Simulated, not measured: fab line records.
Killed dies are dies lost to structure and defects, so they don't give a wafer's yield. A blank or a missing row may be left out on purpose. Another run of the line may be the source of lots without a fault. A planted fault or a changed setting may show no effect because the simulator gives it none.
fab line records	flow n5_finfet	part 1 of 2: steps 1 to 4 of 6
[record] lots = 20	wafers = 60	last_day = 21
route steps=1938 shown BEOL_M6@1231 BEOL_M7@1263
lots that met no fault: from a run of the same line without faults
start_h: hours from the record's opening day to when the first of the lot's shown wafers began	wait_h: how many hours have passed since the lot's step before this one	" identical to the entry in the row above	L1.1+2: one row covering several wafers at once	- no value, or no start given	* or withheld: withheld	< > ~ a bound
route shown NAME@n: NAME is a module with steps in the file, n the number in the route of the first one	usual: mean/standard deviation taken from wafers without a fault	same: alike in all rows	chamber/n: place in a boat	sites: the reading at each site	_std_site: how widely they spread, as a standard deviation	_edge_site: inner sites' mean taken away from outer sites' mean	radius_mm: how far each site lies from the wafer's centre	mask NAME#n: copy n	behind: the last tool/chamber to shape the wafer	hold: why the lot went on hold/how many hours it stayed there/how the hold came to an end	device: the transistor (n, p or np) that didn't switch	end of line: the route-end tests of the same wafers	for a step that has no rows: nothing shown but its recipe	killed: dies that structure and defects cost at the first sort, which is not the same as the wafer's yield	map: a wafer's dies, marking killed ones x, the rest . and places with no die _
set.NAME: the run value of the setting; set.NAME@STEP: its run value at that earlier step	model.NAME: the simulator's own value behind a step, which no gauge read
a sample of lots followed through the steps of the route, with each step as a table and each wafer as a row
services: a tool's chamber out of use, with start hour (start_h, from the record's first day; less than 0 if before it), hours out, and reason
[[steps]]
[step N5_BEOL_M6_ETCH_72]
[recipe] chemistry = N2/H2	target = underlayer	target_depth_a = 65	mask_material = CAR-EUV	time_s = 5.2	ion_energy_ev = 200	pressure_mtorr = 30	source_w = 840	bias_w = 150	n2_flow_sccm = 200	h2_flow_sccm = 200	ends = cleared
[usual] drypump_motor_current_A = 5.7/0.56	etch_rf_on_time_s = 5.28/0.17	oes_product_au = 0.68/0.067	rf_fwd_power_W = 819.1/2.6	rf_vpp_V = 523.8/2.1	showerhead_plenum_p_Torr = 2.53/0.066	throttle_valve_pct = 17.61/0.24
lot.wafer	tool	chamber	start_h	wait_h	drypump_motor_current_A	etch_rf_on_time_s	oes_product_au	rf_fwd_power_W	rf_hours_counter_h	rf_vpp_V	showerhead_plenum_p_Torr	throttle_valve_pct
L074.3	rie_diel-04	3	254.75	0.0	6.5	5.18	0.59	820.3	229	525.4	2.60	17.62
L074.4	"	1	"	"	6.3	5.12	0.72	814.9	-	525.5	2.60	18.00
L074.6	"	3	"	"	6.6	5.19	0.59	821.9	-	525.5	2.60	17.64
L076.1	rie_diel-01	2	270.17	0.0	5.3	5.17	0.80	815.3	5	530.1	2.71	17.24
L076.4	"	3	"	"	5.7	5.29	0.68	815.0	-	522.0	2.48	17.55
L076.6	"	1	"	"	5.1	5.23	0.60	819.4	-	525.7	2.68	18.14
L077.3	rie_diel-05	0	274.08	0.0	5.3	5.34	0.65	816.0	131	526.7	2.54	17.67
L077.5	"	1	"	"	6.4	5.51	0.68	818.7	-	522.3	2.48	17.50
L077.6	"	2	"	"	5.4	5.08	0.63	821.5	-	524.6	2.52	17.49
L081.1	rie_diel-01	1	282.51	0.0	5.0	5.18	0.61	819.6	202	524.6	2.67	18.15
L081.2	"	3	"	"	5.6	5.22	0.68	818.8	97	521.0	2.48	17.56
L081.5	"	1	"	"	5.0	5.15	0.61	816.0	-	526.2	2.67	18.14
L078.2	rie_diel-04	3	298.59	0.0	6.6	5.28	0.58	818.2	249	525.8	2.59	17.66
L078.4	"	2	"	"	4.9	5.60	0.60	817.0	185	523.1	2.54	17.54
L078.6	"	2	"	"	4.9	5.61	0.60	820.9	-	522.0	2.54	17.53
L083.2	rie_diel-05	3	303.04	0.0	5.3	5.31	0.74	819.3	56	523.3	2.47	17.67
L083.3	"	0	"	"	5.3	5.42	0.63	816.8	139	525.2	2.54	17.68
L083.4	"	1	"	"	6.4	5.50	0.68	821.1	72	521.7	2.47	17.52
L082.2	rie_diel-05	3	304.85	0.0	5.3	5.37	0.73	819.8	57	520.3	2.47	17.68
L082.5	"	0	"	"	5.3	5.42	0.64	815.8	-	522.0	2.54	17.67
L082.6	"	3	"	"	5.2	5.35	0.74	821.5	-	522.1	2.47	17.70
L085.1	rie_diel-05	0	311.00	0.0	5.2	5.30	0.63	821.2	142	524.4	2.54	17.68
L085.2	"	3	"	"	5.3	5.28	0.74	821.3	59	522.0	2.47	17.68
L085.3	"	2	"	"	5.4	5.10	0.63	823.1	180	524.6	2.52	17.53
L086.3	rie_diel-04	0	316.17	0.0	5.7	5.12	0.80	819.0	18	523.6	2.47	17.22
L086.4	"	0	"	"	5.8	5.13	0.80	817.0	-	522.3	2.47	17.22
L086.5	"	1	"	"	6.4	5.19	0.68	818.4	-	526.0	2.59	18.05
L084.2	rie_diel-05	3	328.49	0.0	5.3	5.33	0.74	815.3	65	520.6	2.47	17.68
L084.4	"	0	"	"	5.2	5.36	0.63	817.8	149	522.4	2.54	17.69
L084.5	"	3	"	"	5.3	5.28	0.73	817.0	-	524.4	2.47	17.69
L088.3	rie_diel-05	0	334.84	0.0	5.3	5.43	0.61	819.4	152	523.9	2.54	17.68
L088.5	"	0	"	"	5.3	5.48	0.62	816.5	-	525.7	2.54	17.69
L088.6	"	1	"	"	6.4	5.61	0.65	818.8	-	523.4	2.47	17.54
L089.2	rie_diel-04	2	336.96	0.0	4.9	5.65	0.58	818.7	203	522.4	2.53	17.58
L089.4	"	3	"	"	6.6	5.06	0.81	814.7	5	524.9	2.59	17.36
L089.6	"	2	"	"	4.9	5.60	0.58	817.6	-	524.7	2.53	17.58
L087.2	rie_diel-01	2	341.55	0.0	5.2	5.10	0.74	821.7	31	529.2	2.69	17.27
L087.3	"	0	"	"	5.5	5.32	0.57	817.4	248	523.0	2.51	18.00
L087.5	"	2	"	"	5.2	5.09	0.76	822.5	-	526.2	2.69	17.25
L091.1	rie_diel-04	1	343.31	0.0	6.4	5.18	0.69	819.9	93	524.3	2.58	18.06
L091.2	"	0	"	"	5.8	5.15	0.77	820.7	27	521.0	2.46	17.25
L091.4	"	2	"	"	4.9	5.57	0.59	821.9	204	524.4	2.53	17.57
L093.1	rie_diel-04	3	367.52	0.0	6.6	5.10	0.78	820.1	17	528.4	2.58	17.42
L093.5	"	1	"	"	6.4	5.25	0.67	819.8	-	523.8	2.58	18.06
L093.6	"	0	"	"	5.7	5.13	0.75	814.5	-	521.3	2.46	17.25
L094.2	rie_diel-04	0	367.92	0.0	5.8	5.16	0.76	823.3	38	522.3	2.46	17.25
L094.3	"	1	"	"	6.4	5.23	0.68	821.5	103	524.9	2.58	18.06
L094.4	"	3	"	"	6.6	5.15	0.78	818.9	-	524.6	2.58	17.37
L092.1	rie_diel-04	0	380.27	0.0	5.8	5.16	0.75	816.7	42	523.5	2.46	17.27
L092.4	"	2	"	"	4.9	5.58	0.58	826.1	214	521.4	2.52	17.60
L092.6	"	1	"	"	6.4	5.21	0.68	822.1	-	525.8	2.58	18.08
L096.2	rie_diel-05	2	390.27	0.0	5.4	5.04	0.62	819.1	207	521.5	2.51	17.56
L096.3	"	3	"	"	5.3	5.38	0.70	820.3	85	524.6	2.46	17.73
L096.4	"	1	"	"	6.4	5.43	0.65	824.4	104	522.0	2.46	17.57
L097.1	rie_diel-04	1	391.89	0.0	6.4	5.21	0.68	821.3	111	522.4	2.58	18.10
L097.2	"	0	"	"	5.8	5.09	0.74	821.6	46	521.4	2.45	17.28
L097.4	"	2	"	"	4.9	5.59	0.58	819.2	218	524.5	2.52	17.61
L095.2	rie_diel-01	2	420.90	0.0	5.2	5.05	0.72	823.9	63	529.8	2.68	17.32
L095.3	"	3	"	"	5.6	5.16	0.65	817.0	149	522.0	2.46	17.65
L095.5	"	3	"	"	5.6	5.20	0.65	815.0	-	522.5	2.46	17.64
[step N5_BEOL_M6_ETCH_41]
[recipe] chemistry = CH3F/O2	target = SiCN	target_depth_a = 297	taper_deg = 2	time_s = 52	ion_energy_ev = 120	mask_material = TiN	pressure_mtorr = 30	source_w = 395	bias_w = 75	Ar_flow_sccm = 150	CH3F_flow_sccm = 30	O2_flow_sccm = 20
[usual] drypump_motor_current_A = 5.7/0.56	oes_product_au = 0.80/0.078	rf_fwd_power_W = 391.0/1.7	rf_vpp_V = 297.2/1.4	showerhead_plenum_p_Torr = 2.00/0.05	throttle_valve_pct = 16.13/0.17
lot.wafer	tool	chamber	start_h	wait_h	drypump_motor_current_A	oes_product_au	rf_fwd_power_W	rf_hours_counter_h	rf_vpp_V	showerhead_plenum_p_Torr	throttle_valve_pct
L074.3	rie_diel-04	3	-	-	6.6	0.69	392.5	229	299.3	2.04	16.17
L074.4	"	1	"	"	6.3	0.86	390.3	-	298.2	2.04	16.36
L074.6	"	3	"	"	6.6	0.70	391.9	-	299.5	2.04	16.17
L076.1	rie_diel-01	2	-	-	5.2	0.96	387.2	6	298.9	2.15	15.89
L076.4	"	3	"	"	5.6	0.80	391.1	-	296.4	1.93	15.97
L076.6	"	1	"	"	5.0	0.72	390.5	-	297.7	2.08	16.36
L077.3	rie_diel-05	0	-	-	5.2	0.77	391.4	131	296.6	2.01	16.23
L077.5	"	1	"	"	6.4	0.82	391.2	-	295.2	1.95	16.00
L077.6	"	2	"	"	5.4	0.74	391.9	-	297.6	2.01	16.13
L081.1	rie_diel-01	1	-	-	5.0	0.71	392.4	202	299.0	2.07	16.37
L081.2	"	3	"	"	5.6	0.81	391.7	97	295.6	1.93	15.95
L081.5	"	1	"	"	5.0	0.71	392.9	-	299.3	2.07	16.38
L078.2	rie_diel-04	3	-	-	6.5	0.68	392.2	249	296.8	2.04	16.20
L078.4	"	2	"	"	4.9	0.71	394.4	185	297.1	2.00	16.06
L078.6	"	2	"	"	4.9	0.70	394.9	-	295.3	2.00	16.07
L083.2	rie_diel-05	3	-	-	5.2	0.87	390.9	56	297.2	1.95	16.08
L083.3	"	0	"	"	5.2	0.75	392.0	139	298.1	2.00	16.26
L083.4	"	1	"	"	6.4	0.80	391.1	72	296.2	1.95	16.01
L082.2	rie_diel-05	3	-	-	5.2	0.87	389.8	57	295.6	1.95	16.08
L082.5	"	0	"	"	5.3	0.76	392.1	-	297.7	2.00	16.25
L082.6	"	3	"	"	5.3	0.86	389.9	-	296.5	1.95	16.10
L085.1	rie_diel-05	0	-	-	5.2	0.76	390.9	142	297.2	2.00	16.26
L085.2	"	3	"	"	5.2	0.87	389.8	59	296.8	1.95	16.09
L085.3	"	2	"	"	5.4	0.73	392.1	180	296.5	2.01	16.16
L086.3	rie_diel-04	0	-	-	5.7	0.93	389.0	18	296.5	1.98	15.99
L086.4	"	0	"	"	5.7	0.93	388.0	-	295.0	1.98	16.00
L086.5	"	1	"	"	6.3	0.83	392.7	-	298.2	2.03	16.43
L084.2	rie_diel-05	3	-	-	5.2	0.86	391.0	65	295.5	1.95	16.09
L084.4	"	0	"	"	5.3	0.75	392.9	149	297.2	2.00	16.27
L084.5	"	3	"	"	5.2	0.86	389.7	-	295.8	1.95	16.09
L088.3	rie_diel-05	0	-	-	5.2	0.74	391.4	152	298.2	2.00	16.29
L088.5	"	0	"	"	5.3	0.74	391.1	-	298.7	2.00	16.30
L088.6	"	1	"	"	6.4	0.79	390.9	-	296.4	1.95	16.04
L089.2	rie_diel-04	2	-	-	4.9	0.70	391.8	203	298.4	1.99	16.11
L089.4	"	3	"	"	6.5	0.94	390.7	6	297.1	2.04	15.82
L089.6	"	2	"	"	4.9	0.69	390.8	-	297.1	1.99	16.09
L087.2	rie_diel-01	2	-	-	5.2	0.89	390.6	31	299.4	2.14	15.96
L087.3	"	0	"	"	5.5	0.67	391.4	248	295.8	1.98	16.57
L087.5	"	2	"	"	5.2	0.88	388.2	-	299.9	2.14	15.95
L091.1	rie_diel-04	1	-	-	6.3	0.80	392.5	93	299.3	2.02	16.44
L091.2	"	0	"	"	5.8	0.90	388.5	27	296.8	1.98	16.03
L091.4	"	2	"	"	4.9	0.69	391.6	204	297.9	1.99	16.11
L093.1	rie_diel-04	3	-	-	6.5	0.92	391.8	17	297.5	2.03	15.83
L093.5	"	1	"	"	6.4	0.80	389.8	-	298.5	2.02	16.44
L093.6	"	0	"	"	5.7	0.89	388.1	-	294.5	1.98	16.03
L094.2	rie_diel-04	0	-	-	5.8	0.89	387.2	38	297.0	1.98	16.03
L094.3	"	1	"	"	6.3	0.79	389.9	103	297.3	2.02	16.44
L094.4	"	3	"	"	6.6	0.91	390.1	-	298.1	2.03	15.85
L092.1	rie_diel-04	0	-	-	5.7	0.89	383.9	42	296.6	1.98	16.05
L092.4	"	2	"	"	4.9	0.69	393.4	214	296.4	1.99	16.13
L092.6	"	1	"	"	6.3	0.80	392.7	-	297.6	2.02	16.45
L096.2	rie_diel-05	2	-	-	5.4	0.71	393.0	207	294.9	2.00	16.20
L096.3	"	3	"	"	5.3	0.83	389.7	85	296.1	1.94	16.13
L096.4	"	1	"	"	6.4	0.78	392.7	104	296.1	1.94	16.07
L097.1	rie_diel-04	1	-	-	6.4	0.79	392.1	111	298.9	2.02	16.47
L097.2	"	0	"	"	5.7	0.87	387.9	46	295.6	1.97	16.05
L097.4	"	2	"	"	4.9	0.68	395.1	218	298.6	1.98	16.11
L095.2	rie_diel-01	2	-	-	5.3	0.84	388.5	64	300.5	2.13	16.00
L095.3	"	3	"	"	5.6	0.75	392.7	149	295.2	1.91	16.07
L095.5	"	3	"	"	5.6	0.76	391.8	-	295.1	1.91	16.07
[step N5_BEOL_M6_ALD_77]
[recipe] material = TaN	target_thk_a = 20	temp_c = 275	ald_precursor_family = PDMAT	ald_co_reactant = NH3	pressure_torr = 3	carrier_flow_sccm = 1500	pulse_time_s = 2	purge_time_s = 3	co_reactant_purge_time_s = 2	co_reactant_pulse_time_s = 3	ald_cycles = 40	precursor_vessel_temp_c = 75	precursor_vessel_pressure_torr = 26.25	precursor_vessel_carrier_sccm = 1000
[usual] heater_power_w = 421/38	precursor_vessel_pressure_torr = 26.25/0.049
lot.wafer	tool	chamber	start_h	wait_h	heater_power_w	precursor_vessel_pressure_torr
L074.3	ald_metal-04	1	256.20	0.0	377	26.29
L074.4	"	0	"	"	431	26.29
L074.6	"	2	"	"	434	26.24
L076.1	ald_metal-03	1	271.35	0.0	396	26.37
L076.4	"	2	"	"	448	26.26
L076.6	"	3	"	"	445	26.22
L077.3	ald_metal-02	3	276.77	0.0	478	26.17
L077.5	"	1	"	"	395	26.35
L077.6	"	0	"	"	474	26.27
L081.1	ald_metal-03	0	283.79	0.1	387	26.20
L081.2	"	1	"	"	402	26.29
L081.5	"	1	"	"	394	26.20
L078.2	ald_metal-02	2	299.94	0.0	370	26.17
L078.4	"	3	"	"	476	26.18
L078.6	"	0	"	"	467	26.31
L083.2	ald_metal-04	2	304.43	0.3	420	26.25
L083.3	"	0	"	"	430	26.28
L083.4	"	1	"	"	379	26.28
L082.2	ald_metal-03	1	305.92	0.0	403	26.27
L082.5	"	3	"	"	441	26.27
L082.6	"	1	"	"	398	26.21
L085.1	ald_metal-04	2	312.25	0.0	419	26.28
L085.2	"	0	"	"	435	26.25
L085.3	"	3	"	"	473	26.27
L086.3	ald_metal-03	0	317.45	0.0	382	26.25
L086.4	"	1	"	"	388	26.26
L086.5	"	3	"	"	442	26.25
L084.2	ald_metal-03	0	329.75	0.0	388	26.27
L084.4	"	3	"	"	430	26.21
L084.5	"	3	"	"	444	26.24
L088.3	ald_metal-02	0	335.86	0.0	479	26.18
L088.5	"	0	"	"	480	26.27
L088.6	"	1	"	"	384	26.26
L089.2	ald_metal-02	3	338.59	0.0	477	26.22
L089.4	"	2	"	"	365	26.30
L089.6	"	2	"	"	360	26.28
L087.2	ald_metal-03	3	343.03	0.0	437	26.14
L087.3	"	1	"	"	398	26.18
L087.5	"	1	"	"	404	26.23
L091.1	ald_metal-03	0	345.87	0.2	388	26.24
L091.2	"	3	"	"	437	26.25
L091.4	"	2	"	"	449	26.23
L093.1	ald_metal-04	3	368.90	0.1	465	26.28
L093.5	"	3	"	"	464	26.19
L093.6	"	0	"	"	412	26.21
L094.2	ald_metal-03	1	369.04	0.0	393	26.30
L094.3	"	2	"	"	439	26.14
L094.4	"	0	"	"	379	26.27
L092.1	ald_metal-02	0	381.40	0.0	465	26.17
L092.4	"	3	"	"	487	26.27
L092.6	"	1	"	"	392	26.26
L096.2	ald_metal-02	1	391.68	0.1	392	26.22
L096.3	"	3	"	"	487	26.31
L096.4	"	2	"	"	362	26.32
L097.1	ald_metal-04	1	393.44	0.3	338	26.28
L097.2	"	0	"	"	413	26.25
L097.4	"	3	"	"	462	26.32
L095.2	ald_metal-03	1	421.91	0.0	394	26.33
L095.3	"	0	"	"	387	26.13
L095.5	"	3	"	"	447	26.23
[step N5_BEOL_M7_ILD_DEP_00]
[recipe] material = SiCOH_lowk	target_thk_a = 1797.5	temp_c = 300	precursor = DEMS/porogen	pressure_torr = 5	rf_w = 500	time_s = 33.4
[usual] heater_power_w = 329/36	rf_fwd_power_W = 494.4/1.7	showerhead_plenum_p_Torr = 5.733/0.016	throttle_valve_pct = 13.9/0.93
lot.wafer	tool	chamber	start_h	wait_h	heater_power_w	rf_fwd_power_W	showerhead_plenum_p_Torr	throttle_valve_pct
L074.3	pecvd-04	1	258.08	0.0	267	495.6	5.755	15.6
L074.4	"	2	"	"	336	493.9	5.747	13.1
L074.6	"	0	"	"	355	496.5	5.732	13.5
L076.1	pecvd-03	1	273.06	0.0	321	496.4	5.729	14.7
L076.4	"	2	"	"	338	492.4	5.725	12.5
L076.6	"	1	"	"	317	495.8	5.756	14.7
L077.3	pecvd-04	2	278.63	0.0	294	494.3	5.721	12.9
L077.5	"	1	"	"	327	496.4	5.761	15.6
L077.6	"	2	"	"	303	494.1	5.717	12.7
L081.1	pecvd-03	2	285.53	0.0	358	494.8	5.728	12.1
L081.2	"	0	"	"	321	491.5	5.746	14.0
L081.5	"	0	"	"	317	492.4	5.746	14.0
L078.2	pecvd-03	0	302.33	0.0	316	492.5	5.732	13.7
L078.4	"	1	"	"	293	496.2	5.740	14.8
L078.6	"	2	"	"	317	490.7	5.717	12.2
L083.2	pecvd-01	1	306.48	0.0	389	492.4	5.764	14.3
L083.3	"	0	"	"	355	495.3	5.722	14.6
L083.4	"	1	"	"	401	492.4	5.760	14.3
L082.2	pecvd-01	0	308.07	0.0	322	493.6	5.695	14.6
L082.5	"	2	"	"	364	495.5	5.716	13.1
L082.6	"	0	"	"	334	495.0	5.713	14.7
L085.1	pecvd-03	0	315.41	0.0	343	493.2	5.734	13.9
L085.2	"	2	"	"	339	496.4	5.726	12.6
L085.3	"	1	"	"	306	495.2	5.738	14.8
L086.3	pecvd-03	0	319.91	0.0	350	493.6	5.747	13.8
L086.4	"	2	"	"	364	492.9	5.709	12.2
L086.5	"	0	"	"	361	492.2	5.746	13.9
L084.2	pecvd-03	2	331.40	0.0	294	495.3	5.724	12.4
L084.4	"	2	"	"	315	493.5	5.728	12.6
L084.5	"	1	"	"	311	496.8	5.740	14.7
L088.3	pecvd-04	1	339.14	0.0	277	496.0	5.736	15.5
L088.5	"	1	"	"	282	496.5	5.753	15.7
L088.6	"	0	"	"	401	496.7	5.731	13.3
L089.2	pecvd-03	2	342.80	0.0	335	494.7	5.704	12.6
L089.4	"	2	"	"	340	494.2	5.725	12.5
L089.6	"	0	"	"	284	490.9	5.741	13.9
L087.2	pecvd-01	0	344.80	0.1	338	499.8	5.712	14.3
L087.3	"	1	"	"	306	491.1	5.743	14.2
L087.5	"	1	"	"	318	491.7	5.749	14.0
L091.1	pecvd-01	2	347.45	0.0	383	494.5	5.707	13.1
L091.2	"	1	"	"	402	488.6	5.761	14.2
L091.4	"	0	"	"	280	495.9	5.713	14.6
L093.1	pecvd-04	1	371.14	0.0	257	494.5	5.756	15.8
L093.5	"	0	"	"	358	494.1	5.720	13.5
L093.6	"	1	"	"	277	493.6	5.750	15.5
L094.2	pecvd-01	2	371.17	0.0	378	494.7	5.719	13.4
L094.3	"	0	"	"	359	497.5	5.717	14.6
L094.4	"	1	"	"	346	491.3	5.739	14.4
L092.1	pecvd-03	1	383.27	0.0	260	495.4	5.740	14.8
L092.4	"	2	"	"	318	493.9	5.703	12.8
L092.6	"	0	"	"	324	494.0	5.728	14.0
L096.2	pecvd-03	0	393.72	0.0	362	492.9	5.739	13.8
L096.3	"	2	"	"	371	492.7	5.716	12.4
L096.4	"	2	"	"	371	492.0	5.718	12.8
L097.1	pecvd-04	1	395.22	0.0	318	495.4	5.744	15.6
L097.2	"	0	"	"	370	494.7	5.742	13.4
L097.4	"	1	"	"	314	495.2	5.767	15.5
L095.2	pecvd-03	1	425.32	0.0	300	495.1	5.738	14.4
L095.3	"	0	"	"	335	491.2	5.756	14.0
L095.5	"	0	"	"	336	493.6	5.741	13.9
